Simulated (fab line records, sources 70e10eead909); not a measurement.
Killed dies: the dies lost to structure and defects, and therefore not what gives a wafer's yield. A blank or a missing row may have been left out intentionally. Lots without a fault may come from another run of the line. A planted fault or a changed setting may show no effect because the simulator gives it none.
A sampling plan put to the test || flow nandHarc || one fab line, 48 faults that these records tell of, each judged on the records of the lots that it struck; 1 more is left out, because the records don't allow judging it
The plan consists of the line's own looks: route steps at which the wafer is read by a gauge or an inspection but not changed. A look can be judged if struck wafers have a number there and the file gives its usual mean and standard deviation on fault-free wafers. Caught: at a look after the fault's first step, the mean of the struck wafers lies 4 or more of those standard deviations (sigma) from the usual mean. On the tool: the fault's steps, tested the same way using the tool's own readings. Another recipe on the struck wafers, or a record that is blank for them alone, also counts as caught.

## THE FAULTS, as the simulator had put them in
1. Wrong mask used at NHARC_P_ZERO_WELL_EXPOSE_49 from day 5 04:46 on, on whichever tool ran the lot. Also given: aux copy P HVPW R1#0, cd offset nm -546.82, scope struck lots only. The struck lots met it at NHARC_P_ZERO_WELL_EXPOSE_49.
2. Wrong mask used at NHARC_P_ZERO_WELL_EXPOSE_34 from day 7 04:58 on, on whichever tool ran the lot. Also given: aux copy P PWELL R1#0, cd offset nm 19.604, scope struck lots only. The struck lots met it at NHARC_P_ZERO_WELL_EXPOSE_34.
3. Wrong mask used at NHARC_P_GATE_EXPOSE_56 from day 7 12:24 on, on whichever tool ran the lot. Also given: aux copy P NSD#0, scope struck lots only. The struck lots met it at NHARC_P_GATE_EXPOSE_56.
4. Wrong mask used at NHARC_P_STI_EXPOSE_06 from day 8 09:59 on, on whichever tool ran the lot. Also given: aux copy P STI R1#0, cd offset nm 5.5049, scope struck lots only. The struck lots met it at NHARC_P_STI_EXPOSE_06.
5. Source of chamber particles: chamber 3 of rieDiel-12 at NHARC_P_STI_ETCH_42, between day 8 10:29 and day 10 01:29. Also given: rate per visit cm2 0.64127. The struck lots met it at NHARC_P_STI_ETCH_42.
6. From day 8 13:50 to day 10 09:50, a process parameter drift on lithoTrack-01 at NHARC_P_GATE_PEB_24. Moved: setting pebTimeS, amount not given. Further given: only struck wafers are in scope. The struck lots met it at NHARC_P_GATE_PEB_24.
7. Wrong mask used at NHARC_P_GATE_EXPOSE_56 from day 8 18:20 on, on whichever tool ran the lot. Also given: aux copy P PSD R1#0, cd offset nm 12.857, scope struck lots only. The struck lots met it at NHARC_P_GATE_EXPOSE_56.
8. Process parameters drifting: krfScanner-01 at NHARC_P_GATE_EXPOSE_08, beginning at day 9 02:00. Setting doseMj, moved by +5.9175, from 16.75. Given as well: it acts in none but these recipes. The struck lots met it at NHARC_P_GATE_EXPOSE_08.
9. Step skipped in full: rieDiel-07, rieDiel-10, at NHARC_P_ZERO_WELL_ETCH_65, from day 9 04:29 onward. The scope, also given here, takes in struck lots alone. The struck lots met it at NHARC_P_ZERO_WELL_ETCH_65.
10. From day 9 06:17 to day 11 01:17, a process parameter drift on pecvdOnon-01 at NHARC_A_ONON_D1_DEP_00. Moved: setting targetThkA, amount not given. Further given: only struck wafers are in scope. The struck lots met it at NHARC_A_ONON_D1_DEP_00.
11. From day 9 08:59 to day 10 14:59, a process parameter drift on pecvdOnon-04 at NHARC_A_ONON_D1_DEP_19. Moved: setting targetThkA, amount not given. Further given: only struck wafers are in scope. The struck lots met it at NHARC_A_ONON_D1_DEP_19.
12. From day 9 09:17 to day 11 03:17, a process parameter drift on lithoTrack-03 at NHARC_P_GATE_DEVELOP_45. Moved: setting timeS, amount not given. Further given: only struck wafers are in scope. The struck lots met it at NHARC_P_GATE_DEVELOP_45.
13. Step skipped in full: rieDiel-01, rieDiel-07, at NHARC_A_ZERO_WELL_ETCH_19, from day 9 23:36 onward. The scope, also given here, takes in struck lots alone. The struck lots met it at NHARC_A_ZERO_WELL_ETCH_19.
14. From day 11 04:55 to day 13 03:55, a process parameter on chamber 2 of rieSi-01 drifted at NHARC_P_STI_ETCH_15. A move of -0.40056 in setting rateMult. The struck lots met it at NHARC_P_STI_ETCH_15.
15. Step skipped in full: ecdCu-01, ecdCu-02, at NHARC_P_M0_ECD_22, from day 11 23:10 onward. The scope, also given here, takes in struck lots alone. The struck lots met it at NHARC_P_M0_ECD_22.
16. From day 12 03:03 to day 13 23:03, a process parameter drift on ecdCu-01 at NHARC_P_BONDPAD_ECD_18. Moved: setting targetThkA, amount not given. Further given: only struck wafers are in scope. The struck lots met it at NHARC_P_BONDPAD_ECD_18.
17. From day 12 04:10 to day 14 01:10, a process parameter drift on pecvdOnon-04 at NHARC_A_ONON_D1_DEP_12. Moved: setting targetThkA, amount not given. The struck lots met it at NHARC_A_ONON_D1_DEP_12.
18. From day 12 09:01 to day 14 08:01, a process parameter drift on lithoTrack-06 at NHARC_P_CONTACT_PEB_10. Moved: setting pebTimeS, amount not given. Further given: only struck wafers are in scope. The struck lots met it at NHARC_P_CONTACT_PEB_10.
19. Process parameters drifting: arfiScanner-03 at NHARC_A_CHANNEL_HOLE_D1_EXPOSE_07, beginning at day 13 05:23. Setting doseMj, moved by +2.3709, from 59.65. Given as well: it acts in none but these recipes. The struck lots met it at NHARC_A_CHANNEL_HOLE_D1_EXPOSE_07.
20. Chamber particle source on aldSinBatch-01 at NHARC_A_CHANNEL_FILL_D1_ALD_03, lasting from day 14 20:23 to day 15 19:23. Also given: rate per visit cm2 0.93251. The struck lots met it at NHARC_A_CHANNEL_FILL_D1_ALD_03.
21. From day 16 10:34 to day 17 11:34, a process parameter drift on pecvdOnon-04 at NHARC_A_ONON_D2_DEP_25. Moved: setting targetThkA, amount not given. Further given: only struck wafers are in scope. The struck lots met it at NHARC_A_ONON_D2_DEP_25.
22. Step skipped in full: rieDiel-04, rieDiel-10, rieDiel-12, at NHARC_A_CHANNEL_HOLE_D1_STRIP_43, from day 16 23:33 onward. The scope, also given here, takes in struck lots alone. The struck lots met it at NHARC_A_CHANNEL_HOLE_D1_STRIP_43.
23. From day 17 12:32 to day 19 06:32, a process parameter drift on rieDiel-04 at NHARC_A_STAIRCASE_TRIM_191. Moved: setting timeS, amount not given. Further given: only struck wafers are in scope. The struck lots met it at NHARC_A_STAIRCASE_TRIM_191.
24. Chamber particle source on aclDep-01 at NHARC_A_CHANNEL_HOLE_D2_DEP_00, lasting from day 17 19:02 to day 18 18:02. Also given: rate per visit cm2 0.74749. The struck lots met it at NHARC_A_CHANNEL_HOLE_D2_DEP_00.
25. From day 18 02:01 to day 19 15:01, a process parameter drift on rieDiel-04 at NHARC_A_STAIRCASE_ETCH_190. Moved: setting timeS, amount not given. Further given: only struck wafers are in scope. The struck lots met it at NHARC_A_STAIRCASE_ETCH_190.
26. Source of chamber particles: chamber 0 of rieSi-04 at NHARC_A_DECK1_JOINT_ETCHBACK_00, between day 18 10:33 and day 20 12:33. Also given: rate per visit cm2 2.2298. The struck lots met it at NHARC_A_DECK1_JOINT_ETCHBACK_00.
27. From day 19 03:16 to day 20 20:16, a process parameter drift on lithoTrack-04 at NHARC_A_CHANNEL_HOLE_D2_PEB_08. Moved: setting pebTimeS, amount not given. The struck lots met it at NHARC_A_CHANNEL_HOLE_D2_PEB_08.
28. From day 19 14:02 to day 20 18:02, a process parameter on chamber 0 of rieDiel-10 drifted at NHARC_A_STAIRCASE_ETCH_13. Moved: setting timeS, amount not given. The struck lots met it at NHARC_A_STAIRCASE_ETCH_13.
29. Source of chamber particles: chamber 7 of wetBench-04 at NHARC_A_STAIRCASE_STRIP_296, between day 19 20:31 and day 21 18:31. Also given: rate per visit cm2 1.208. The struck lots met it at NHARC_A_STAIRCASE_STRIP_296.
30. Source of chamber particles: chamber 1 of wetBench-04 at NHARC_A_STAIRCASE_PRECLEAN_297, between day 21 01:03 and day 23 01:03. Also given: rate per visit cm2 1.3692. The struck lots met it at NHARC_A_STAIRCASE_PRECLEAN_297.
31. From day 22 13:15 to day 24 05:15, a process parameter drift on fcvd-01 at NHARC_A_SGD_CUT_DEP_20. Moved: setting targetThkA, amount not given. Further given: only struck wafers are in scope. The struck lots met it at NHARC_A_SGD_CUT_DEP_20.
32. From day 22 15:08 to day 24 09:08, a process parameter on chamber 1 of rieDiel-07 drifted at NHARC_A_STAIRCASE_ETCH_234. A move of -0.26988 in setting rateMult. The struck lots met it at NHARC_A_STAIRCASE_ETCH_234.
33. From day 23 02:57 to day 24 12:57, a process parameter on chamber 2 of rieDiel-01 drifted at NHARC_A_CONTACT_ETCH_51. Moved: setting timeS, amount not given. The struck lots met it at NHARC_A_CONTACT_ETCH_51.
34. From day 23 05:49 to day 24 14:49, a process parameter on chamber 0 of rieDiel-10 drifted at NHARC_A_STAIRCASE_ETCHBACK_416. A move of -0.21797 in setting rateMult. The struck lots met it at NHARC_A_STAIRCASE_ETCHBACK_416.
35. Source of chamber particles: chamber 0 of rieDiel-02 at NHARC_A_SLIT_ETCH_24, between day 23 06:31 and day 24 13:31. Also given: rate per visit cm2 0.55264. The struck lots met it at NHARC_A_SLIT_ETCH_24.
36. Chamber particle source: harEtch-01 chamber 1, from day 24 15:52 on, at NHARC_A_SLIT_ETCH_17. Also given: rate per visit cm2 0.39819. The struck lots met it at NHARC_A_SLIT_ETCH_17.
37. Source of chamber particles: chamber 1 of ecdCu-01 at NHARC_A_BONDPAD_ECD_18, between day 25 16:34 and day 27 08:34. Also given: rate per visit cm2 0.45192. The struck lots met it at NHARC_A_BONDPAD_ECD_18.
38. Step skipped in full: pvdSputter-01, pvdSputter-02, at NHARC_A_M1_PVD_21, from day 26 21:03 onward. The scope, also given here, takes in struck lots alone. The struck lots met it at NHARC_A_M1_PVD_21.
39. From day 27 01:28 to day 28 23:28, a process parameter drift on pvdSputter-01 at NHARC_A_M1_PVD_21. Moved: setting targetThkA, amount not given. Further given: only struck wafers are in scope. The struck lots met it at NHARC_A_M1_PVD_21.
40. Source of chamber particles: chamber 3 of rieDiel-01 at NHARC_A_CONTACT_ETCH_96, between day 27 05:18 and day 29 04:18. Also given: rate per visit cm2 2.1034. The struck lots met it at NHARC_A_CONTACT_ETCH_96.
41. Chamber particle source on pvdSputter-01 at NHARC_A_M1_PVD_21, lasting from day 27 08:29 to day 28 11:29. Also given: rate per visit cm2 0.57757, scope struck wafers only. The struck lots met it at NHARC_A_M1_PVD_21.
42. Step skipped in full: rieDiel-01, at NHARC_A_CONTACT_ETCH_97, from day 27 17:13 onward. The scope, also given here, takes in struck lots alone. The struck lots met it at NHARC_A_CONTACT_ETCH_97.
43. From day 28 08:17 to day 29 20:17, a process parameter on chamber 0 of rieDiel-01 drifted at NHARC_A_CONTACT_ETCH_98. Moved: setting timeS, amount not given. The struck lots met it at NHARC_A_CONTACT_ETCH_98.
44. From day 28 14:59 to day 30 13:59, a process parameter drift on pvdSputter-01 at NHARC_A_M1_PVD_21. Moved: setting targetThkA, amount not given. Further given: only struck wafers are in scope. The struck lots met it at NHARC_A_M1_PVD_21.
45. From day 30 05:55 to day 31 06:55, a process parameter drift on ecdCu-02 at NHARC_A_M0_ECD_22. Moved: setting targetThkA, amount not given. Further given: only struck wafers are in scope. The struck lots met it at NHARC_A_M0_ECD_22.
46. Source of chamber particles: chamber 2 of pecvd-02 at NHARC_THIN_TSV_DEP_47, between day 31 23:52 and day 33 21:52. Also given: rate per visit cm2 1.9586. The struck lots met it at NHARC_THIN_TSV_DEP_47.
47. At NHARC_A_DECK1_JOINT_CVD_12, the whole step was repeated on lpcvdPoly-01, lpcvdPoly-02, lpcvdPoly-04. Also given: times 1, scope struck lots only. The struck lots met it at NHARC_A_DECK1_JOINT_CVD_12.
48. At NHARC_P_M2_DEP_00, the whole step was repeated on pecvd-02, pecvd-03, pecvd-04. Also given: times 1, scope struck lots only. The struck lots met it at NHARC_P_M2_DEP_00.

## WHAT THE PLAN SAW
{"fault": 1, "on the tool itself": "no reading that can be judged", "first look that catches it": "NHARC_P_ZERO_WELL_CD_MEAS_52", "reading, sigma": "cdNm -99 or beyond", "median hours from its first step to that look": 0.2, "hours from the fault's start to the first struck lot there": 5, "judged looks passed uncaught": 0}
{"fault": 2, "on the tool itself": "under 2 sigma", "first look that catches it": "NHARC_P_ZERO_WELL_CD_MEAS_37", "reading, sigma": "cdNm +14", "median hours from its first step to that look": 0.2, "hours from the fault's start to the first struck lot there": 5, "judged looks passed uncaught": 0}
{"fault": 3, "on the tool itself": "no reading that can be judged", "first look that catches it": "NHARC_END_SORT_01", "reading, sigma": "killedAtPeriphery +99 or beyond", "median hours from its first step to that look": 425.8, "hours from the fault's start to the first struck lot there": 429, "judged looks passed uncaught": 0}
{"fault": 4, "on the tool itself": "no reading that can be judged", "first look that catches it": "none of the 4 looks that can be judged after it", "reading, sigma": "strongest: cdNm at NHARC_P_STI_CD_MEAS_09, +3.6", "median hours from its first step to that look": "-", "hours from the fault's start to the first struck lot there": "-", "judged looks passed uncaught": 4}
{"fault": 5, "on the tool itself": "under 2 sigma", "first look that catches it": "NHARC_END_SORT_01", "reading, sigma": "killedAtPeriphery +29", "median hours from its first step to that look": 523.2, "hours from the fault's start to the first struck lot there": 526, "judged looks passed uncaught": 0}
{"fault": 6, "on the tool itself": "heaterPowerTotalW +23 sigma", "first look that catches it": "NHARC_P_GATE_CD_MEAS_26", "reading, sigma": "cdNm +7.5", "median hours from its first step to that look": 0.1, "hours from the fault's start to the first struck lot there": 10, "judged looks passed uncaught": 0}
{"fault": 7, "on the tool itself": "no reading that can be judged", "first look that catches it": "NHARC_P_GATE_CD_MEAS_59", "reading, sigma": "cdNm +10", "median hours from its first step to that look": 0.2, "hours from the fault's start to the first struck lot there": 1, "judged looks passed uncaught": 0}
{"fault": 8, "on the tool itself": "exposureDoseMJCm2 +99 or beyond sigma", "first look that catches it": "NHARC_P_GATE_CD_MEAS_11", "reading, sigma": "cdNm +4.7", "median hours from its first step to that look": 0.2, "hours from the fault's start to the first struck lot there": 3, "judged looks passed uncaught": 0}
{"fault": 9, "on the tool itself": "the tool's record is blank for the struck wafers", "first look that catches it": "NHARC_END_SORT_01", "reading, sigma": "killedAtPeriphery +99 or beyond", "median hours from its first step to that look": 547.9, "hours from the fault's start to the first struck lot there": 547, "judged looks passed uncaught": 0}
{"fault": 10, "on the tool itself": "no reading that can be judged", "first look that catches it": "NHARC_A_ONON_D1_THK_MEAS_02", "reading, sigma": "thkNm +16", "median hours from its first step to that look": 0.5, "hours from the fault's start to the first struck lot there": 6, "judged looks passed uncaught": 0}
{"fault": 11, "on the tool itself": "under 2 sigma", "first look that catches it": "NHARC_A_ONON_D1_THK_MEAS_21", "reading, sigma": "thkNm +52", "median hours from its first step to that look": 0.4, "hours from the fault's start to the first struck lot there": 5, "judged looks passed uncaught": 0}
{"fault": 12, "on the tool itself": "no reading that can be judged", "first look that catches it": "NHARC_END_SORT_01", "reading, sigma": "killedAtPeriphery +99 or beyond", "median hours from its first step to that look": 453.2, "hours from the fault's start to the first struck lot there": 455, "judged looks passed uncaught": 0}
{"fault": 13, "on the tool itself": "the tool's record is blank for the struck wafers", "first look that catches it": "NHARC_END_SORT_01", "reading, sigma": "killedDies +39", "median hours from its first step to that look": 418.2, "hours from the fault's start to the first struck lot there": 408, "judged looks passed uncaught": 0}
{"fault": 14, "on the tool itself": "oesProductAu -38 sigma", "first look that catches it": "NHARC_P_STI_OCD_MEAS_17", "reading, sigma": "trenchDepthNm -45", "median hours from its first step to that look": 0.2, "hours from the fault's start to the first struck lot there": 10, "judged looks passed uncaught": 0}
{"fault": 15, "on the tool itself": "the tool's record is blank for the struck wafers", "first look that catches it": "NHARC_P_M0_THK_MEAS_24", "reading, sigma": "thkNm -63", "median hours from its first step to that look": 1.0, "hours from the fault's start to the first struck lot there": 8, "judged looks passed uncaught": 0}
{"fault": 16, "on the tool itself": "no reading that can be judged", "first look that catches it": "NHARC_END_SORT_01", "reading, sigma": "killedAtPeriphery +99 or beyond", "median hours from its first step to that look": 427.7, "hours from the fault's start to the first struck lot there": 437, "judged looks passed uncaught": 0}
{"fault": 17, "on the tool itself": "under 2 sigma", "first look that catches it": "NHARC_A_ONON_D1_THK_MEAS_14", "reading, sigma": "thkNm -10", "median hours from its first step to that look": 0.5, "hours from the fault's start to the first struck lot there": 10, "judged looks passed uncaught": 0}
{"fault": 18, "on the tool itself": "under 2 sigma", "first look that catches it": "NHARC_P_CONTACT_CD_MEAS_12", "reading, sigma": "cdNm +35", "median hours from its first step to that look": 0.1, "hours from the fault's start to the first struck lot there": 8, "judged looks passed uncaught": 0}
{"fault": 19, "on the tool itself": "exposureDoseMJCm2 +30 sigma", "first look that catches it": "not the one look that can be judged after it", "reading, sigma": "strongest: cdNm at NHARC_A_CHANNEL_HOLE_D1_CD_MEAS_10, +3.3", "median hours from its first step to that look": "-", "hours from the fault's start to the first struck lot there": "-", "judged looks passed uncaught": 1}
{"fault": 20, "on the tool itself": "under 2 sigma", "first look that catches it": "NHARC_END_SORT_01", "reading, sigma": "killedDies +5.1", "median hours from its first step to that look": 386.3, "hours from the fault's start to the first struck lot there": 372, "judged looks passed uncaught": 0}
{"fault": 21, "on the tool itself": "no reading that can be judged", "first look that catches it": "NHARC_A_ONON_D2_THK_MEAS_27", "reading, sigma": "thkNm +22", "median hours from its first step to that look": 0.5, "hours from the fault's start to the first struck lot there": 0, "judged looks passed uncaught": 0}
{"fault": 22, "on the tool itself": "no reading that can be judged", "first look that catches it": "NHARC_END_SORT_01", "reading, sigma": "killedDies +39", "median hours from its first step to that look": 376.9, "hours from the fault's start to the first struck lot there": 377, "judged looks passed uncaught": 0}
{"fault": 23, "on the tool itself": "runLengthS -99 or beyond sigma", "first look that catches it": "NHARC_END_SORT_01", "reading, sigma": "killedAtArray +9.8", "median hours from its first step to that look": 207.9, "hours from the fault's start to the first struck lot there": 245, "judged looks passed uncaught": 0}
{"fault": 24, "on the tool itself": "under 2 sigma", "first look that catches it": "NHARC_A_CHANNEL_HOLE_D2_INSPECT_12", "reading, sigma": "rawDefectCount +22", "median hours from its first step to that look": 2.3, "hours from the fault's start to the first struck lot there": 1, "judged looks passed uncaught": 0}
{"fault": 25, "on the tool itself": "runLengthS -28 sigma", "first look that catches it": "NHARC_END_SORT_01", "reading, sigma": "killedAtArray +37", "median hours from its first step to that look": 208.0, "hours from the fault's start to the first struck lot there": 232, "judged looks passed uncaught": 0}
{"fault": 26, "on the tool itself": "under 2 sigma", "first look that catches it": "NHARC_END_SORT_01", "reading, sigma": "killedAtOther +4.0", "median hours from its first step to that look": 315.7, "hours from the fault's start to the first struck lot there": 341, "judged looks passed uncaught": 8}
{"fault": 27, "on the tool itself": "heaterPowerTotalW +99 or beyond sigma", "first look that catches it": "NHARC_A_CHANNEL_HOLE_D2_CD_MEAS_10", "reading, sigma": "cdNm -38", "median hours from its first step to that look": 0.1, "hours from the fault's start to the first struck lot there": 6, "judged looks passed uncaught": 0}
{"fault": 28, "on the tool itself": "runLengthS +27 sigma", "first look that catches it": "NHARC_END_SORT_01", "reading, sigma": "killedDies +32", "median hours from its first step to that look": 206.0, "hours from the fault's start to the first struck lot there": 210, "judged looks passed uncaught": 0}
{"fault": 29, "on the tool itself": "under 2 sigma", "first look that catches it": "not the one look that can be judged after it", "reading, sigma": "strongest: killedAtArray at NHARC_END_SORT_01, +3.7", "median hours from its first step to that look": "-", "hours from the fault's start to the first struck lot there": "-", "judged looks passed uncaught": 1}
{"fault": 30, "on the tool itself": "under 2 sigma", "first look that catches it": "NHARC_END_SORT_01", "reading, sigma": "killedDies +5.4", "median hours from its first step to that look": 177.5, "hours from the fault's start to the first struck lot there": 187, "judged looks passed uncaught": 0}
{"fault": 31, "on the tool itself": "no reading that can be judged", "first look that catches it": "NHARC_A_SGD_CUT_THK_MEAS_22", "reading, sigma": "thkNm -4.5", "median hours from its first step to that look": 5.0, "hours from the fault's start to the first struck lot there": 17, "judged looks passed uncaught": 0}
{"fault": 32, "on the tool itself": "oesProductAu -16 sigma", "first look that catches it": "NHARC_END_SORT_01", "reading, sigma": "killedDies +36", "median hours from its first step to that look": 200.0, "hours from the fault's start to the first struck lot there": 203, "judged looks passed uncaught": 0}
{"fault": 33, "on the tool itself": "runLengthS -99 or beyond sigma", "first look that catches it": "NHARC_END_SORT_01", "reading, sigma": "killedAtArray +30", "median hours from its first step to that look": 73.6, "hours from the fault's start to the first struck lot there": 96, "judged looks passed uncaught": 0}
{"fault": 34, "on the tool itself": "oesProductAu -5.4 sigma", "first look that catches it": "NHARC_END_SORT_01", "reading, sigma": "killedDies +39", "median hours from its first step to that look": 172.9, "hours from the fault's start to the first struck lot there": 170, "judged looks passed uncaught": 0}
{"fault": 35, "on the tool itself": "under 2 sigma", "first look that catches it": "NHARC_END_SORT_01", "reading, sigma": "killedAtArray +4.1", "median hours from its first step to that look": 113.9, "hours from the fault's start to the first struck lot there": 120, "judged looks passed uncaught": 2}
{"fault": 36, "on the tool itself": "under 2 sigma", "first look that catches it": "none of the 2 looks that can be judged after it", "reading, sigma": "strongest: rawDefectCount at NHARC_A_SIN_REMOVE_INSPECT_04, +3.3", "median hours from its first step to that look": "-", "hours from the fault's start to the first struck lot there": "-", "judged looks passed uncaught": 2}
{"fault": 37, "on the tool itself": "no reading that can be judged", "first look that catches it": "NHARC_END_SORT_01", "reading, sigma": "sort_bin_4_pct +13", "median hours from its first step to that look": 31.6, "hours from the fault's start to the first struck lot there": 49, "judged looks passed uncaught": 1}
{"fault": 38, "on the tool itself": "the tool's record is blank for the struck wafers", "first look that catches it": "NHARC_END_SORT_01", "reading, sigma": "sort_bin_2_pct +93", "median hours from its first step to that look": 37.3, "hours from the fault's start to the first struck lot there": 35, "judged looks passed uncaught": 0}
{"fault": 39, "on the tool itself": "under 2 sigma", "first look that catches it": "NHARC_END_SORT_01", "reading, sigma": "sort_bin_2_pct +93", "median hours from its first step to that look": 38.2, "hours from the fault's start to the first struck lot there": 44, "judged looks passed uncaught": 0}
{"fault": 40, "on the tool itself": "under 2 sigma", "first look that catches it": "NHARC_END_SORT_01", "reading, sigma": "killedAtArray +7.7", "median hours from its first step to that look": 65.4, "hours from the fault's start to the first struck lot there": 75, "judged looks passed uncaught": 2}
{"fault": 41, "on the tool itself": "under 2 sigma", "first look that catches it": "NHARC_END_SORT_01", "reading, sigma": "sort_bin_3_pct +7.0", "median hours from its first step to that look": 38.9, "hours from the fault's start to the first struck lot there": 37, "judged looks passed uncaught": 0}
{"fault": 42, "on the tool itself": "the tool's record is blank for the struck wafers", "first look that catches it": "NHARC_END_SORT_01", "reading, sigma": "killedDies +39", "median hours from its first step to that look": 55.5, "hours from the fault's start to the first struck lot there": 63, "judged looks passed uncaught": 0}
{"fault": 43, "on the tool itself": "runLengthS -8.4 sigma", "first look that catches it": "NHARC_END_SORT_01", "reading, sigma": "killedDies +11", "median hours from its first step to that look": 48.7, "hours from the fault's start to the first struck lot there": 48, "judged looks passed uncaught": 0}
{"fault": 44, "on the tool itself": "under 2 sigma", "first look that catches it": "NHARC_END_SORT_01", "reading, sigma": "sort_bin_2_pct +91", "median hours from its first step to that look": 36.9, "hours from the fault's start to the first struck lot there": 43, "judged looks passed uncaught": 0}
{"fault": 45, "on the tool itself": "under 2 sigma", "first look that catches it": "not the one look that can be judged after it", "reading, sigma": "-", "median hours from its first step to that look": "-", "hours from the fault's start to the first struck lot there": "-", "judged looks passed uncaught": 1}
{"fault": 46, "on the tool itself": "under 2 sigma", "first look that catches it": "NHARC_END_SORT_01", "reading, sigma": "killedAtOther +93", "median hours from its first step to that look": 24.2, "hours from the fault's start to the first struck lot there": 46, "judged looks passed uncaught": 1}
{"fault": 47, "on the tool itself": "under 2 sigma", "first look that catches it": "no look after it can be judged", "reading, sigma": "-", "median hours from its first step to that look": "-", "hours from the fault's start to the first struck lot there": "-", "judged looks passed uncaught": 0}
{"fault": 48, "on the tool itself": "under 2 sigma", "first look that catches it": "NHARC_END_SORT_01", "reading, sigma": "killedAtPeriphery +99 or beyond", "median hours from its first step to that look": 435.9, "hours from the fault's start to the first struck lot there": "-", "judged looks passed uncaught": 0}
A dash: the fault isn't caught, or these records don't give the number.

Caught at a look: 42 of 48. Caught on the tool: 17 of 48. By one or the other: 43 of 48.
Caught on the tool alone: fault 19.
Caught at a look alone: faults 1, 2, 3, 5, 7, 10, 11, 12, 16, 17, 18, 20, 21, 22, 24, 26, 30, 31, 35, 37, 39, 40, 41, 44, 46, 48.
Caught by neither: faults 4, 29, 36, 45, 47.

## THINNER SAMPLING
Were the look that catches a fault to measure just every second or every third lot (counted by lot number), the first struck lot would, at worst, be measured this late:
{"fault": 1, "struck lots at that look, in order of time": "L816", "every lot": "5 h", "every second lot": "may miss it", "every third lot": "may miss it"}
{"fault": 2, "struck lots at that look, in order of time": "L488", "every lot": "5 h", "every second lot": "may miss it", "every third lot": "may miss it"}
{"fault": 3, "struck lots at that look, in order of time": "L834", "every lot": "429 h", "every second lot": "may miss it", "every third lot": "may miss it"}
{"fault": 5, "struck lots at that look, in order of time": "L115, L117, L118", "every lot": "526 h", "every second lot": "560 h", "every third lot": "may miss all 3"}
{"fault": 6, "struck lots at that look, in order of time": "L535, L536, L537", "every lot": "10 h", "every second lot": "28 h", "every third lot": "30 h"}
{"fault": 7, "struck lots at that look, in order of time": "L136", "every lot": "1 h", "every second lot": "may miss it", "every third lot": "may miss it"}
{"fault": 8, "struck lots at that look, in order of time": "L985, L986", "every lot": "3 h", "every second lot": "19 h", "every third lot": "may miss all 2"}
{"fault": 9, "struck lots at that look, in order of time": "L917, L918", "every lot": "547 h", "every second lot": "564 h", "every third lot": "may miss all 2"}
{"fault": 10, "struck lots at that look, in order of time": "L848, L850, L852", "every lot": "6 h", "every second lot": "may miss all 3", "every third lot": "41 h"}
{"fault": 11, "struck lots at that look, in order of time": "L462, L463", "every lot": "5 h", "every second lot": "16 h", "every third lot": "may miss all 2"}
{"fault": 12, "struck lots at that look, in order of time": "L772, L775", "every lot": "455 h", "every second lot": "495 h", "every third lot": "may miss all 2"}
{"fault": 13, "struck lots at that look, in order of time": "L987, L988", "every lot": "408 h", "every second lot": "438 h", "every third lot": "may miss all 2"}
{"fault": 14, "struck lots at that look, in order of time": "L978", "every lot": "10 h", "every second lot": "may miss it", "every third lot": "may miss it"}
{"fault": 15, "struck lots at that look, in order of time": "L222, L221", "every lot": "8 h", "every second lot": "9 h", "every third lot": "may miss all 2"}
{"fault": 16, "struck lots at that look, in order of time": "L282, L285", "every lot": "437 h", "every second lot": "470 h", "every third lot": "may miss all 2"}
{"fault": 17, "struck lots at that look, in order of time": "L271, L274", "every lot": "10 h", "every second lot": "43 h", "every third lot": "may miss all 2"}
{"fault": 18, "struck lots at that look, in order of time": "L987", "every lot": "8 h", "every second lot": "may miss it", "every third lot": "may miss it"}
{"fault": 20, "struck lots at that look, in order of time": "L808, L807", "every lot": "372 h", "every second lot": "410 h", "every third lot": "may miss all 2"}
{"fault": 21, "struck lots at that look, in order of time": "L777, L778", "every lot": "0 h", "every second lot": "1 h", "every third lot": "may miss all 2"}
{"fault": 22, "struck lots at that look, in order of time": "L621, L624, L623", "every lot": "377 h", "every second lot": "397 h", "every third lot": "may miss all 3"}
{"fault": 23, "struck lots at that look, in order of time": "L728", "every lot": "245 h", "every second lot": "may miss it", "every third lot": "may miss it"}
{"fault": 24, "struck lots at that look, in order of time": "L461, L462", "every lot": "1 h", "every second lot": "4 h", "every third lot": "may miss all 2"}
{"fault": 25, "struck lots at that look, in order of time": "L665", "every lot": "232 h", "every second lot": "may miss it", "every third lot": "may miss it"}
{"fault": 26, "struck lots at that look, in order of time": "L195", "every lot": "341 h", "every second lot": "may miss it", "every third lot": "may miss it"}
{"fault": 27, "struck lots at that look, in order of time": "L802, L803", "every lot": "6 h", "every second lot": "24 h", "every third lot": "may miss all 2"}
{"fault": 28, "struck lots at that look, in order of time": "L111, L112", "every lot": "210 h", "every second lot": "223 h", "every third lot": "may miss all 2"}
{"fault": 30, "struck lots at that look, in order of time": "L772", "every lot": "187 h", "every second lot": "may miss it", "every third lot": "may miss it"}
{"fault": 31, "struck lots at that look, in order of time": "L192, L193, L195", "every lot": "17 h", "every second lot": "25 h", "every third lot": "may miss all 3"}
{"fault": 32, "struck lots at that look, in order of time": "L466, L468", "every lot": "203 h", "every second lot": "may miss all 2", "every third lot": "may miss all 2"}
{"fault": 33, "struck lots at that look, in order of time": "L474", "every lot": "96 h", "every second lot": "may miss it", "every third lot": "may miss it"}
{"fault": 34, "struck lots at that look, in order of time": "L428, L432", "every lot": "170 h", "every second lot": "may miss all 2", "every third lot": "may miss all 2"}
{"fault": 35, "struck lots at that look, in order of time": "L708, L711", "every lot": "120 h", "every second lot": "136 h", "every third lot": "may miss all 2"}
{"fault": 37, "struck lots at that look, in order of time": "L282, L285", "every lot": "49 h", "every second lot": "65 h", "every third lot": "may miss all 2"}
{"fault": 38, "struck lots at that look, in order of time": "L284, L286", "every lot": "35 h", "every second lot": "may miss all 2", "every third lot": "may miss all 2"}
{"fault": 39, "struck lots at that look, in order of time": "L297, L298, L299", "every lot": "44 h", "every second lot": "44 h", "every third lot": "72 h"}
{"fault": 40, "struck lots at that look, in order of time": "L247, L249", "every lot": "75 h", "every second lot": "may miss all 2", "every third lot": "may miss all 2"}
{"fault": 41, "struck lots at that look, in order of time": "L212, L214", "every lot": "37 h", "every second lot": "may miss all 2", "every third lot": "may miss all 2"}
{"fault": 42, "struck lots at that look, in order of time": "L264, L263", "every lot": "63 h", "every second lot": "63 h", "every third lot": "may miss all 2"}
{"fault": 43, "struck lots at that look, in order of time": "L590, L592", "every lot": "48 h", "every second lot": "may miss all 2", "every third lot": "may miss all 2"}
{"fault": 44, "struck lots at that look, in order of time": "L185, L186", "every lot": "43 h", "every second lot": "63 h", "every third lot": "may miss all 2"}
{"fault": 46, "struck lots at that look, in order of time": "L544, L543", "every lot": "46 h", "every second lot": "70 h", "every third lot": "may miss all 2"}
Hours are from the fault's start to the first struck lot that is measured. 4 sigma limit: tested on the pooled struck wafers, so a lone lot may be under it. Other struck lots may not be in these records.

## THE LONGEST TIMED WAY FROM STEP TO LOOK
In fault 9, a median of 547.9 hours elapses between NHARC_P_ZERO_WELL_ETCH_65 and NHARC_END_SORT_01. No look between them can be judged.
